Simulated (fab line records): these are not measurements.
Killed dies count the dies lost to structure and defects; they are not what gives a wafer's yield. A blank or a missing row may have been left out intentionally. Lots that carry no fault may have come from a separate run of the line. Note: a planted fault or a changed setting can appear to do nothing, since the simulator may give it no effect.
Chamber matching -- flow nand harc -- 3 sister chambers for NHARC_P_CONTACT_DEP_30 on pecvd-03
The step deposits SiNx, target thk 30 nm. 6 wafers are shown with their chamber, then 9 later ones without.

== WAFERS, EACH WITH ITS CHAMBER ==
wafer,chamber,heater power w (W)
L085.1,0,660
L089.5,1,810
L089.6,0,698
L091.3,2,777
L091.4,2,761
L091.5,1,826

== WAFERS WITH NO CHAMBER GIVEN ==
wafer,heater power w (W)
L092.3,779
L092.5,824
L092.6,785
L097.1,684
L097.2,780
L097.6,772
L095.1,710
L095.3,722
L095.5,721

== WHICH CHAMBER EACH ONE RAN IN ==
wafer,from the rows above,in truth
L092.3,can't be placed: 2 or 1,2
L092.5,1,1
L092.6,can't be placed: 2 or 1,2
L097.1,0,0
L097.2,can't be placed: 2 or 1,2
L097.6,2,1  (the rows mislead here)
L095.1,can't be placed: 0 or 2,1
L095.3,can't be placed: 0 or 2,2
L095.5,can't be placed: 0 or 2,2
Correct placement for 2 of the 9. From these rows, 6 cannot be placed; in 5 the true chamber is one of the candidates. Wrongly placed: 1.
How it was worked out, from the rows above alone: a wafer's distance from a chamber is the root of the sum, over the readings, of the square of ((its reading less the chamber's mean) divided by the reading's scatter). If the next closest chamber is less than 2 further off than the closest, the wafer can't be placed; otherwise it belongs to the closest. Each chamber's mean is taken over the wafers shown for it. The scatter: the root of (the sum of the squares of (reading less its chamber's mean) over the shown wafers, divided by (wafers less chambers)).
